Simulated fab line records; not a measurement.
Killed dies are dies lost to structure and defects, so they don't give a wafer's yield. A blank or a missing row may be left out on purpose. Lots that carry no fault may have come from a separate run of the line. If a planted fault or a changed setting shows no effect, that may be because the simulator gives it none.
fab line records -- flow n5_finfet
[record] lots = 8, wafers = 24, last_day = 18
route steps=1938 shown BEOL_M4@1045 PASSIVATION@1936
lots that met no fault: taken from a fault-free run of the same line
start_h: hours from the record's opening day to when the first of the lot's shown wafers began -- wait_h: hours since the lot's step before -- " same as the row above -- L1.1+2: one row covering several wafers at once -- - no value present, or no start provided -- * or withheld: withheld -- < > ~ a bound
route shown NAME@n: names a module that has steps shown in the file, with the first one's number in the route -- usual: average and standard deviation across the fault-free wafers -- same: alike in all rows -- chamber/n: place in a boat -- sites: readings site by site -- _std_site: standard deviation across them -- _edge_site: the outer-site mean with the inner-site mean subtracted -- radius_mm: for every site, how far away it sits from the centre of the wafer -- mask NAME#n: copy n -- behind: tool/chamber where the wafer was last shaped -- hold: the reason the lot was held/the length of the hold in hours/how it ended -- device: which transistor (n, p or np) failed to switch -- end of line: the tests these same wafers got at the end of their route -- step lacking rows: just its recipe -- killed: at the first sort, the dies lost to defects and structure; wafer yield is something else -- map: shows each die of a wafer: x if killed, . if not, _ if none is there
set.NAME: the setting that was run; set.NAME@STEP: the one run at that earlier step -- model.NAME: the simulator's own value behind a step, which no gauge read
the route's steps for a sample of lots (tables are steps, rows are wafers)
services: a tool's chamber out of use, with start hour (start_h, from the record's first day; less than 0 if before it), hours out, and reason
[[steps]]
[step N5_BEOL_M4_STRIP_19]
[recipe] chemistry = O2, power_w = 400, temp_c = 40, pressure_mtorr = 30, rf_frequency_hz = 6e+07, bias_power_w = 0, overash_fraction = 0.2, o2_flow_sccm = 225
[usual] drypump_motor_current_A = 5.8/0.42, oes_product_au = 0.78/0.095, rf_vpp_V = 3.7/0.51, showerhead_plenum_p_Torr = 2.05/0.066, throttle_valve_pct = 16.78/0.29
lot.wafer,tool,chamber,start_h,wait_h,drypump_motor_current_A,oes_product_au,rf_hours_counter_h,rf_vpp_V,showerhead_plenum_p_Torr,throttle_valve_pct
L910.1,rie_diel-06,0,160.70,0.1,5.8,0.96,13,3.7,2.06,16.52
L910.4,rie_diel-06,0,160.70,0.1,5.8,0.95,-,3.3,2.06,16.51
L910.5,rie_diel-06,1,160.70,0.1,6.0,0.75,-,3.9,2.09,16.87
L914.2,rie_diel-02,0,182.54,0.1,5.9,0.71,214,3.0,1.99,16.90
L914.4,rie_diel-02,3,182.54,0.1,6.1,0.71,-,3.4,1.99,17.15
L914.5,rie_diel-02,1,182.54,0.1,5.0,0.72,-,3.4,1.99,16.65
L915.3,rie_diel-02,2,199.78,0.1,6.1,0.74,190,3.9,2.18,17.14
L915.5,rie_diel-02,0,199.78,0.1,5.9,0.70,-,3.9,1.99,16.91
L915.6,rie_diel-02,2,199.78,0.1,6.2,0.74,-,3.8,2.18,17.15
L916.1,rie_diel-05,1,211.96,0.1,5.1,0.92,32,3.5,2.04,16.38
L916.3,rie_diel-05,3,211.96,0.1,5.8,0.71,230,3.7,2.06,16.73
L916.5,rie_diel-05,2,211.96,0.1,6.2,0.91,-,4.1,2.13,16.59
L918.2,rie_diel-06,0,215.41,0.3,5.8,0.91,34,4.3,2.05,16.55
L918.5,rie_diel-06,3,215.41,0.3,6.2,0.75,-,3.4,2.01,16.77
L918.6,rie_diel-06,0,215.41,0.3,5.8,0.90,-,3.0,2.05,16.57
L926.2,rie_diel-05,2,262.07,0.2,6.2,0.87,37,3.9,2.13,16.64
L926.4,rie_diel-05,1,262.07,0.2,5.1,0.88,-,3.0,2.03,16.41
L926.5,rie_diel-05,2,262.07,0.2,6.2,0.87,-,3.8,2.13,16.62
L928.1,rie_diel-02,2,267.49,0.1,6.1,0.72,215,2.9,2.17,17.19
L928.3,rie_diel-02,3,267.49,0.1,6.1,0.69,227,3.8,1.98,17.21
L928.6,rie_diel-02,2,267.49,0.1,6.2,0.71,-,3.9,2.17,17.19
L931.3,rie_diel-02,3,302.82,0.2,6.1,0.68,241,3.3,1.97,17.23
L931.4,rie_diel-02,1,302.82,0.2,5.0,0.68,-,3.9,1.98,16.71
L931.5,rie_diel-02,2,302.82,0.2,6.1,0.71,-,4.7,2.16,17.21
[step N5_BEOL_M4_ETCH_69]
[recipe] chemistry = CF4, target = SiARC, target_depth_a = 156, mask_material = CAR-EUV, time_s = 26, ion_energy_ev = 80, pressure_mtorr = 40, source_w = 545, bias_w = 36, Ar_flow_sccm = 100, cf4_flow_sccm = 100, ends = cleared
[usual] bias_w = 36.01/0.11, drypump_motor_current_A = 5.8/0.36, etch_rf_on_time_s = 25.9/0.38, oes_product_au = 0.69/0.079, rf_vpp_V = 183.6/1.1, showerhead_plenum_p_Torr = 2.11/0.05, throttle_valve_pct = 15.64/0.28
lot.wafer,tool,chamber,start_h,wait_h,bias_w,drypump_motor_current_A,etch_rf_on_time_s,oes_product_au,rf_hours_counter_h,rf_vpp_V,showerhead_plenum_p_Torr,throttle_valve_pct
L910.1,rie_diel-06,1,161.39,0.0,35.86,5.9,26.0,0.64,162,183.5,2.14,15.79
L910.4,rie_diel-06,0,161.39,0.0,36.09,5.8,25.8,0.81,-,184.3,2.11,15.47
L910.5,rie_diel-06,2,161.39,0.0,35.95,5.9,25.7,0.84,-,183.5,2.11,15.15
L914.2,rie_diel-05,3,183.11,0.0,36.02,5.7,25.7,0.61,221,182.5,2.12,15.74
L914.4,rie_diel-05,2,183.11,0.0,35.94,6.2,25.6,0.82,4,183.4,2.19,15.54
L914.5,rie_diel-05,0,183.11,0.0,35.91,5.6,25.6,0.73,-,182.5,2.08,15.44
L915.3,rie_diel-02,2,200.38,0.0,36.09,6.2,26.4,0.64,191,184.6,2.21,16.04
L915.5,rie_diel-02,3,200.38,0.0,35.97,6.1,25.9,0.60,-,183.5,2.05,16.18
L915.6,rie_diel-02,0,200.38,0.0,36.29,5.9,27.1,0.59,-,183.5,2.03,15.79
L916.1,rie_diel-06,0,212.58,0.0,36.23,5.8,26.0,0.77,33,183.2,2.10,15.51
L916.3,rie_diel-06,3,212.58,0.0,36.06,6.2,26.1,0.64,173,183.9,2.06,15.73
L916.5,rie_diel-06,1,212.58,0.0,35.96,6.0,26.7,0.62,-,184.7,2.13,15.82
L918.2,rie_diel-05,0,215.98,0.0,36.01,5.6,25.7,0.72,74,183.2,2.08,15.46
L918.5,rie_diel-05,0,215.98,0.0,35.99,5.7,25.7,0.71,-,184.0,2.08,15.46
L918.6,rie_diel-05,3,215.98,0.0,35.84,5.7,25.8,0.60,-,183.7,2.12,15.77
L926.2,rie_diel-02,3,263.20,0.0,36.11,6.1,25.6,0.60,226,182.9,2.04,16.23
L926.4,rie_diel-02,1,263.20,0.0,35.89,5.0,26.3,0.60,214,183.4,2.04,15.70
L926.5,rie_diel-02,1,263.20,0.0,35.93,5.0,26.3,0.60,-,181.8,2.04,15.70
L928.1,rie_diel-05,2,268.11,0.0,36.08,6.2,25.3,0.75,40,187.2,2.18,15.61
L928.3,rie_diel-05,0,268.11,0.0,36.05,5.6,25.4,0.70,88,182.4,2.07,15.50
L928.6,rie_diel-05,1,268.11,0.0,35.99,5.1,25.7,0.75,-,183.0,2.08,15.38
L931.3,rie_diel-06,0,303.39,0.0,35.95,5.8,25.9,0.74,62,184.2,2.09,15.55
L931.4,rie_diel-06,3,303.39,0.0,35.82,6.1,26.1,0.62,206,182.7,2.05,15.81
L931.5,rie_diel-06,2,303.39,0.0,36.00,5.9,25.6,0.74,-,184.7,2.09,15.24
[step N5_BEOL_M4_ALD_98]
[recipe] material = SiO2, target_thk_a = 25, temp_c = 100, ald_precursor_family = BDEAS, ald_co_reactant = O2-plasma, pulse_time_s = 1, co_reactant_pulse_time_s = 1, purge_time_s = 2, co_reactant_purge_time_s = 2, ald_cycles = 17, pressure_torr = 2
[usual] heater_power_w = 85/6.1, precursor_pulse_height_rel = 1.002/0.02, susceptor_temp_C = 100.00/0.12
lot.wafer,tool,chamber,start_h,wait_h,heater_power_w,precursor_pulse_height_rel,susceptor_temp_C
L910.1,ald_sin-02,2,161.47,0.1,90,0.981,99.93
L910.4,ald_sin-02,3,161.47,0.1,82,0.984,100.27
L910.5,ald_sin-02,0,161.47,0.1,85,0.991,99.97
L914.2,ald_sin-02,0,183.20,0.1,88,0.974,100.01
L914.4,ald_sin-02,3,183.20,0.1,84,1.039,99.81
L914.5,ald_sin-02,2,183.20,0.1,87,1.004,100.13
L915.3,ald_sin-02,3,200.46,0.1,83,0.994,99.80
L915.5,ald_sin-02,3,200.46,0.1,82,0.997,99.90
L915.6,ald_sin-02,2,200.46,0.1,90,0.987,99.98
L916.1,ald_sin-02,2,212.87,0.3,91,1.025,99.94
L916.3,ald_sin-02,3,212.87,0.3,81,1.042,99.94
L916.5,ald_sin-02,2,212.87,0.3,91,1.002,99.65
L918.2,ald_sin-02,1,216.06,0.1,88,0.993,99.86
L918.5,ald_sin-02,3,216.06,0.1,84,1.018,100.08
L918.6,ald_sin-02,0,216.06,0.1,87,1.001,100.05
L926.2,ald_sin-02,3,263.28,0.1,85,1.020,100.01
L926.4,ald_sin-02,0,263.28,0.1,87,0.982,100.07
L926.5,ald_sin-02,2,263.28,0.1,81,0.989,95.23
L928.1,ald_sin-03,2,268.92,0.8,86,0.981,99.91
L928.3,ald_sin-03,1,268.92,0.8,83,1.009,100.13
L928.6,ald_sin-03,3,268.92,0.8,81,0.987,99.93
L931.3,ald_sin-04,0,303.51,0.1,90,1.023,99.97
L931.4,ald_sin-04,2,303.51,0.1,98,1.008,99.81
L931.5,ald_sin-04,3,303.51,0.1,78,0.990,100.26
[step N5_BEOL_M4_VIA_ETCH_34]
[recipe] chemistry = C4F6/O2, target_depth_a = 694, mask_material = SOC, pressure_mtorr = 15, ion_energy_ev = 250, taper_deg = 4, time_s = 65.9, source_w = 350, bias_w = 170, Ar_flow_sccm = 300, C4F6_flow_sccm = 10, O2_flow_sccm = 10
[usual] bias_w = 170.0/0.59, drypump_motor_current_A = 5.8/0.36, oes_product_au = 0.79/0.096, rf_vpp_V = 665/6, showerhead_plenum_p_Torr = 2.78/0.071, throttle_valve_pct = 30.84/0.27
[same] time_s = 65.9
lot.wafer,tool,chamber,start_h,wait_h,bias_w,drypump_motor_current_A,oes_product_au,rf_hours_counter_h,rf_vpp_V,showerhead_plenum_p_Torr,throttle_valve_pct
L910.1,rie_diel-02,2,167.18,0.0,170.2,6.1,0.75,178,678,2.94,31.15
L910.4,rie_diel-02,0,167.18,0.0,169.1,5.9,0.71,210,659,2.70,30.90
L910.5,rie_diel-02,2,167.18,0.0,170.6,6.1,0.75,-,678,2.94,31.14
L914.2,rie_diel-06,1,190.21,0.0,169.9,6.0,0.74,174,670,2.82,30.96
L914.4,rie_diel-06,3,190.21,0.0,169.5,6.2,0.75,166,666,2.74,30.95
L914.5,rie_diel-06,1,190.21,0.0,169.0,6.0,0.75,-,670,2.82,30.96
L915.3,rie_diel-05,0,200.79,0.0,170.8,5.6,0.84,68,662,2.76,30.57
L915.5,rie_diel-05,2,200.79,0.0,170.4,6.2,0.91,-,662,2.91,30.90
L915.6,rie_diel-05,1,200.79,0.0,170.1,5.1,0.92,-,668,2.79,30.59
L916.1,rie_diel-06,0,215.19,0.0,169.7,5.8,0.90,34,672,2.77,30.62
L916.3,rie_diel-06,3,215.19,0.0,169.2,6.2,0.75,174,666,2.74,30.97
L916.5,rie_diel-06,0,215.19,0.0,169.4,5.8,0.89,-,672,2.77,30.62
L918.2,rie_diel-05,0,219.14,0.0,169.9,5.6,0.84,75,662,2.75,30.59
L918.5,rie_diel-05,3,219.14,0.0,170.3,5.7,0.70,-,654,2.81,30.75
L918.6,rie_diel-05,2,219.14,0.0,169.8,6.2,0.91,-,663,2.90,30.90
L926.2,rie_diel-06,2,263.59,0.0,170.1,5.9,0.89,43,662,2.78,30.40
L926.4,rie_diel-06,1,263.59,0.0,169.7,6.0,0.72,195,671,2.81,30.99
L926.5,rie_diel-06,0,263.59,0.0,169.4,5.8,0.87,-,671,2.77,30.64
L928.1,rie_diel-02,0,275.94,0.0,170.1,5.9,0.68,249,659,2.68,30.93
L928.3,rie_diel-02,3,275.94,0.0,171.3,6.1,0.69,230,659,2.70,31.35
L928.6,rie_diel-02,2,275.94,0.0,169.5,6.2,0.71,-,676,2.92,31.19
L931.3,rie_diel-05,1,306.39,0.0,170.3,5.1,0.85,72,668,2.77,30.62
L931.4,rie_diel-05,2,306.39,0.0,170.2,6.2,0.84,56,664,2.89,30.95
L931.5,rie_diel-05,3,306.39,0.0,168.9,5.8,0.96,-,656,2.80,30.61
[step N5_BEOL_M4_RC_MEAS_101]
[usual] DIBL_N = 36.4/1.3, DIBL_P = 36.5/1.7, IOFF_N = 0.154/0.022, IOFF_P = 0.202/0.025, ION_N = 671/9.8, ION_P = 460/6.8, SS_N = 71.6/0.54, SS_P = 73.4/0.58, VT_N = 250.9/2.8, VT_P = -251.4/2.7
lot.wafer,tool,chamber,start_h,wait_h,DIBL_N[mV/V],DIBL_P[mV/V],IOFF_N[nA/um],IOFF_P[nA/um],ION_N[uA/um],ION_P[uA/um],SS_N[mV/dec],SS_P[mV/dec],VT_N[mV],VT_P[mV]
L910.1,prober-02,0,172.44,0.0,37.2,35.9,0.159,0.181,682,449,73.0,73.1,252.0,-252.2
L910.4,prober-02,0,172.44,0.0,34.8,33.7,0.124,0.161,668,458,71.3,73.1,255.4,-252.7
L910.5,prober-02,0,172.44,0.0,37.4,36.4,0.168,0.194,674,452,72.1,72.9,250.2,-252.2
L914.2,prober-02,0,194.46,0.2,36.6,37.2,0.147,0.204,679,463,72.0,73.4,249.0,-249.7
L914.4,prober-02,0,194.46,0.2,36.0,36.3,0.145,0.201,694,469,71.6,72.9,250.9,-250.8
L914.5,prober-02,0,194.46,0.2,35.3,35.5,0.134,0.183,665,460,71.7,73.3,251.9,-252.3
L915.3,prober-02,0,205.12,0.3,37.8,37.6,0.182,0.234,680,470,71.4,73.9,247.4,-247.5
L915.5,prober-02,0,205.12,0.3,36.2,35.6,0.152,0.199,684,466,70.8,73.4,249.2,-249.2
L915.6,prober-02,0,205.12,0.3,36.0,35.5,0.147,0.197,681,466,71.3,73.8,248.4,-248.3
L916.1,prober-02,0,220.06,0.0,35.0,35.0,0.147,0.186,666,460,71.6,73.4,252.3,-252.5
L916.3,prober-02,0,220.06,0.0,35.8,36.2,0.169,0.206,679,465,71.2,73.2,249.0,-253.1
L916.5,prober-02,0,220.06,0.0,35.1,34.2,0.147,0.174,666,449,71.5,73.8,252.8,-252.6
L918.2,prober-01,0,224.39,0.2,36.8,37.6,0.163,0.205,674,460,71.6,73.1,249.0,-249.7
L918.5,prober-01,0,224.39,0.2,34.7,35.0,0.129,0.174,655,453,71.5,73.2,253.7,-253.0
L918.6,prober-01,0,224.39,0.2,35.9,36.6,0.149,0.195,672,467,71.7,73.2,250.0,-250.1
L926.2,prober-01,0,268.42,0.2,34.8,34.5,0.125,0.172,655,449,71.9,72.9,256.1,-255.7
L926.4,prober-01,0,268.42,0.2,35.5,35.5,0.136,0.194,660,458,71.4,73.9,254.0,-254.8
L926.5,prober-01,0,268.42,0.2,36.8,36.3,0.145,0.209,659,458,71.2,73.0,250.3,-253.4
L928.1,prober-01,0,282.60,0.0,35.8,35.5,0.135,0.225,662,466,70.9,73.0,253.4,-250.0
L928.3,prober-01,0,282.60,0.0,38.0,37.1,0.161,0.260,656,461,72.7,73.9,249.9,-247.8
L928.6,prober-01,0,282.60,0.0,36.2,35.9,0.139,0.243,655,458,71.7,73.3,252.5,-245.9
L931.3,prober-01,0,310.98,0.3,34.7,34.7,0.130,0.191,662,459,71.6,72.5,253.3,-251.2
L931.4,prober-01,0,310.98,0.3,35.0,35.3,0.134,0.199,679,466,70.6,72.7,251.0,-248.1
L931.5,prober-01,0,310.98,0.3,35.2,36.0,0.145,0.215,672,464,71.2,72.4,250.8,-249.1
[step N5_PASSIVATION_PROBE_49]
[usual] defect_limited_yield = 91.1/1.3, killed_at_M0_to_M3 = 34/10, killed_at_M4_up = 14/5.7, killed_at_contacts = 12/5.9, killed_at_front_end = 41/12, killed_at_other = 4/3.1, killed_dies = 105/15, killed_open = 69/11, killed_short = 35/7.8, sort_bin_5_function = 5.3/0.81, sort_bin_6_memory = 3.3/0.75, sort_bin_8_speed = 0.00/0.007, sort_n_pass = 1075/15, sort_yield_pct = 91.1/1.3
[same] gross_dies = 1180, killed_at_back_side = 0, sort_bin_4_leakage[%] = 0
lot.wafer,tool,chamber,start_h,wait_h,defect_limited_yield[%],killed_at_M0_to_M3,killed_at_M4_up,killed_at_contacts,killed_at_front_end,killed_at_other,killed_dies,killed_open,killed_short,sort_bin_5_function[%],sort_bin_6_memory[%],sort_bin_8_speed[%],sort_n_pass,sort_yield_pct[%]
L910.1,prober-01,-,272.48,0.0,90.5,41,18,20,32,1,112,72,39,5.3,4.0,0,1068,90.5
L910.4,prober-01,-,272.63,0.2,90.4,35,22,11,45,0,113,65,47,5.7,3.2,0,1067,90.4
L910.5,prober-01,-,272.68,0.2,91.8,37,17,10,33,0,97,61,35,4.7,3.4,0,1083,91.8
L915.6,prober-01,-,316.89,0.3,90.9,37,22,15,32,1,107,73,34,4.5,4.3,0,1073,90.9
L916.5,prober-01,-,336.70,0.2,90.4,34,14,32,30,3,113,72,41,5.8,3.4,0,1067,90.4
L926.2,prober-01,-,382.70,0.1,89.7,36,21,7,55,2,121,73,43,5.8,4.2,0,1059,89.7
L926.4,prober-01,-,382.80,0.2,91.7,32,16,6,39,5,98,57,40,5.3,2.5,0,1082,91.7
L926.5,prober-01,-,382.85,0.2,92.2,27,12,9,41,3,92,55,36,4.8,2.7,0,1088,92.2
L931.3,prober-01,-,423.49,0.7,92.1,42,12,7,29,3,93,59,34,4.3,3.3,0,1087,92.1
L931.4,prober-01,-,423.54,0.8,92.1,37,4,14,33,5,93,66,27,5.3,2.5,0,1087,92.1
L931.5,prober-01,-,423.59,0.8,89.7,44,10,22,42,4,122,85,37,5.9,4.0,0,1058,89.7
// killed by level:class
L910.1 MOL_CONTACT_COAG:geometric_particle:open=17 BEOL_M0_SAQP:geometric_particle:open=12 BEOL_M0_SAQP:geometric_particle:short=12 BEOL_M4:geometric_particle:open=9 BEOL_M1:geometric_particle:open=6 FIN_SAQP:geometric_particle:open=5 STI_FIN_REVEAL:geometric_particle:open=5 FIN_SAQP:geometric_particle:short=4
L910.4 BEOL_M0_SAQP:geometric_particle:short=15 FIN_SAQP:geometric_particle:open=11 BEOL_M4:geometric_particle:open=10 FIN_SAQP:geometric_particle:short=8 MOL_CONTACT_COAG:geometric_particle:open=8 STI_FIN_REVEAL:geometric_particle:open=6 BEOL_M0_SAQP:geometric_particle:open=6 BEOL_M1:geometric_particle:open=5
L910.5 BEOL_M0_SAQP:geometric_particle:short=14 BEOL_M4:geometric_particle:open=13 BEOL_M0_SAQP:geometric_particle:open=11 FIN_SAQP:geometric_particle:open=6 FIN_SAQP:geometric_particle:short=6 STI_FIN_REVEAL:geometric_particle:open=6 MOL_CONTACT_COAG:geometric_particle:open=6 GATE_CUT:geometric_particle:short=5
L915.6 MOL_CONTACT_COAG:geometric_particle:open=11 STI_FIN_REVEAL:geometric_particle:open=10 BEOL_M4:geometric_particle:open=9 BEOL_M0_SAQP:geometric_particle:open=6 BEOL_M0_SAQP:geometric_particle:short=6 BEOL_M1:geometric_particle:open=6 BEOL_M2:geometric_particle:open=6 BEOL_M3:geometric_particle:open=5
L916.5 MOL_CONTACT_COAG:geometric_particle:open=25 FIN_SAQP:geometric_particle:open=9 MOL_CONTACT_COAG:geometric_particle:short=7 BEOL_M0_SAQP:geometric_particle:open=7 BEOL_M1:geometric_particle:open=6 BEOL_M0_SAQP:geometric_particle:short=6 FIN_SAQP:geometric_particle:short=5 BEOL_M2:geometric_particle:open=4
L926.2 FIN_SAQP:geometric_particle:open=19 BEOL_M0_SAQP:geometric_particle:short=14 FIN_SAQP:geometric_particle:short=11 BEOL_M0_SAQP:geometric_particle:open=11 BEOL_M4:geometric_particle:open=9 DUMMY_GATE:geometric_particle:open=6 MOL_CONTACT_COAG:geometric_particle:open=5 BEOL_M2:geometric_particle:open=5
L926.4 FIN_SAQP:geometric_particle:short=8 FIN_SAQP:geometric_particle:open=8 STI_FIN_REVEAL:geometric_particle:open=7 BEOL_M0_SAQP:geometric_particle:short=7 BEOL_M3:geometric_particle:open=6 BEOL_M0_SAQP:geometric_particle:open=5 BEOL_M2:geometric_particle:open=5 BEOL_M4:geometric_particle:open=5
L926.5 FIN_SAQP:geometric_particle:open=14 FIN_SAQP:geometric_particle:short=8 MOL_CONTACT_COAG:geometric_particle:open=8 GATE_CUT:geometric_particle:short=7 BEOL_M0_SAQP:geometric_particle:open=5 BEOL_M0_SAQP:geometric_particle:short=5 BEOL_M1:geometric_particle:open=5 DUMMY_GATE:geometric_particle:open=4
L931.3 BEOL_M0_SAQP:geometric_particle:open=15 BEOL_M0_SAQP:geometric_particle:short=14 GATE_CUT:geometric_particle:short=5 MOL_CONTACT_COAG:geometric_particle:open=5 BEOL_M3:geometric_particle:open=5 FIN_SAQP:geometric_particle:open=4 STI_FIN_REVEAL:geometric_particle:open=4 BEOL_M0:geometric_particle:open=4
L931.4 MOL_CONTACT_COAG:geometric_particle:open=14 BEOL_M3:geometric_particle:open=14 STI_FIN_REVEAL:geometric_particle:open=8 BEOL_M0_SAQP:geometric_particle:short=8 BEOL_M0_SAQP:geometric_particle:open=7 GATE_CUT:geometric_particle:short=5 FIN_SAQP:geometric_particle:open=4 ILD0:geometric_particle:open=4
L931.5 MOL_CONTACT_COAG:geometric_particle:open=16 STI_FIN_REVEAL:geometric_particle:open=12 BEOL_M0_SAQP:geometric_particle:open=12 FIN_SAQP:geometric_particle:open=10 BEOL_M0_SAQP:geometric_particle:short=9 BEOL_M3:geometric_particle:open=7 FIN_SAQP:geometric_particle:short=6 MOL_CONTACT_COAG:geometric_particle:short=6
[[services]]
tool,chamber,start_h,hours,kind
rie_diel-05,2,154.21,-,clean
rie_diel-05,2,154.21,-,consumable_replace:focus_ring
rie_diel-05,2,154.21,16.2,scheduled_down
rie_diel-05,2,154.21,16.2,vent_cycle
rie_diel-05,0,158.30,8.1,repair
ald_sin-03,-,177.86,14.0,pm
rie_diel-02,2,180.54,3.9,repair
rie_diel-05,3,185.11,4.9,repair
rie_diel-06,2,209.85,1.5,repair
ald_sin-02,-,229.82,0.6,repair
ald_sin-04,2,236.79,53.0,repair
rie_diel-02,-,243.77,0.4,repair
rie_diel-05,0,246.43,14.1,repair
rie_diel-06,1,249.84,9.5,repair
ald_sin-03,-,260.59,0.2,repair
rie_diel-05,3,260.62,-,clean
rie_diel-05,3,260.62,-,consumable_replace:focus_ring
rie_diel-05,3,260.62,24.3,scheduled_down
rie_diel-05,3,260.62,24.3,vent_cycle
ald_sin-02,-,268.32,14.0,pm
rie_diel-06,0,274.73,1.6,repair
rie_diel-06,0,276.83,7.2,repair
rie_diel-02,0,286.55,12.4,repair
ald_sin-03,3,296.87,37.8,repair
[[key]]
[first_sign] step = N5_BEOL_M4_ALD_98, reading = susceptor_temp_C, direction = down, sigmas = 40, usual = *, struck = *
effect none on later readings
met_at N5_BEOL_M4_ALD_98
struck_lots L926
struck_wafers L926.5
not_acting_at N5_BEOL_M4_STRIP_19,N5_BEOL_M4_ETCH_69,N5_BEOL_M4_VIA_ETCH_34
onset_between 212.87 263.28
[fault] kind = process_parameter_drift, tool = ald_sin-02, chamber = 2, onset_h = 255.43, steps = N5_BEOL_M4_ALD_98, channel = temp_c, offset = *, shape = step, end_h = 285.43, acts_in = *, stated = *
